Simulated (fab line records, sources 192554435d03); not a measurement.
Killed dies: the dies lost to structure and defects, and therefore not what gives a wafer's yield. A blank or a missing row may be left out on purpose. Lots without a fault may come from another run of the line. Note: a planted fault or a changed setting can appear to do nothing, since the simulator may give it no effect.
Chamber matching    flow n5Finfet    pecvd-01 running N5_BEOL_M6_PECVD_70: 3 sister chambers
The step deposits SiO2 from TEOS/O2, target thk 20 nm, time 22.7 s. 3 wafers are shown with their chamber, then 8 later ones without.

== WAFERS WITH THEIR CHAMBER ==
wafer   chamber  throttleValvePct (%)
L087.2  2        22.4
L088.6  1        22.1
L090.1  0        24.1

== WAFERS WHOSE CHAMBER IS MISSING ==
wafer   throttleValvePct (%)
L090.2  22.5
L090.3  22.2
L095.2  22.4
L095.3  22.6
L095.5  24.1
L093.1  24.3
L093.3  22.3
L093.5  23.0

== WHICH CHAMBER EACH ONE RAN IN ==
wafer   from the rows above      in truth
L090.2  can't be placed: 2 or 1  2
L090.3  can't be placed: 1 or 2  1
L095.2  can't be placed: 2 or 1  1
L095.3  can't be placed: 2 or 1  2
L095.5  0                        0
L093.1  0                        0
L093.3  can't be placed: 2 or 1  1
L093.5  can't be placed: 2 or 1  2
Correct placement for 2 of the 8. Cannot be placed on the basis of these rows: 6; the candidates contain the true chamber in 6. Placed wrongly: 0.
How it was worked out, from the rows above alone: a wafer's distance from a chamber is the root of the sum, over the readings, of the square of ((its reading less the chamber's mean) divided by the reading's scatter). The wafer belongs to the nearest chamber; if the next one is less than 2 further off, it can't be placed. For every chamber, the mean is computed from those of its wafers that are shown. The scatter: with one shown wafer a chamber, the root of the mean of the squares of how far each hidden wafer lies from its nearest shown one.
